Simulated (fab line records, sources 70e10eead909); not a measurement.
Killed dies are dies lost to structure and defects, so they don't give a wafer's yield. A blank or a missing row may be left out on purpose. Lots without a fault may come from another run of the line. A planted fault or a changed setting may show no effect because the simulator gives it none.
Chamber matching | flow nand_harc | NHARC_A_STAIRCASE_ALD_420 on ald_hk-01: 4 sister chambers
The step deposits SiO2, target thk 20 nm, pulse time 6 s, ald cycles 200. 7 wafers are shown with their chamber, then 7 later ones without.

WAFERS WITH THEIR CHAMBER
wafer  | chamber | heater_power_w (W) | precursor_pulse_height_rel
L883.1 | 0       | 393                | 0.958
L883.6 | 1       | 480                | 0.994
L884.2 | 3       | 437                | 1.044
L884.3 | 1       | 468                | 0.991
L884.6 | 2       | 518                | 1.003
L885.1 | 3       | 442                | 1.034
L885.3 | 0       | 398                | 1.028

WAFERS WITHOUT THEIR CHAMBER
wafer  | heater_power_w (W) | precursor_pulse_height_rel
L885.6 | 514                | 0.988
L887.1 | 438                | 0.989
L887.4 | 519                | 1.025
L887.6 | 476                | 0.971
L889.1 | 402                | 1.006
L889.3 | 524                | 1.017
L889.4 | 439                | 0.994

WHICH CHAMBER EACH WENT THROUGH
wafer  | from the rows above | in truth
L885.6 | 2                   | 2
L887.1 | 3                   | 3
L887.4 | 2                   | 2
L887.6 | 1                   | 1
L889.1 | 0                   | 0
L889.3 | 2                   | 2
L889.4 | 3                   | 3
Placed correctly: 7 of 7. Can't be placed from these rows: 0. Placed wrongly: 0.
How it was worked out, from the rows above alone: a wafer's distance from a chamber is the root of the sum, over the readings, of the square of ((its reading less the chamber's mean) divided by the reading's scatter). The wafer belongs to the nearest chamber; if the next one is less than 2 further off, it can't be placed. A chamber's mean is the mean of its shown wafers. The scatter: the root of (the sum of the squares of (reading less its chamber's mean) over the shown wafers, divided by (wafers less chambers)).
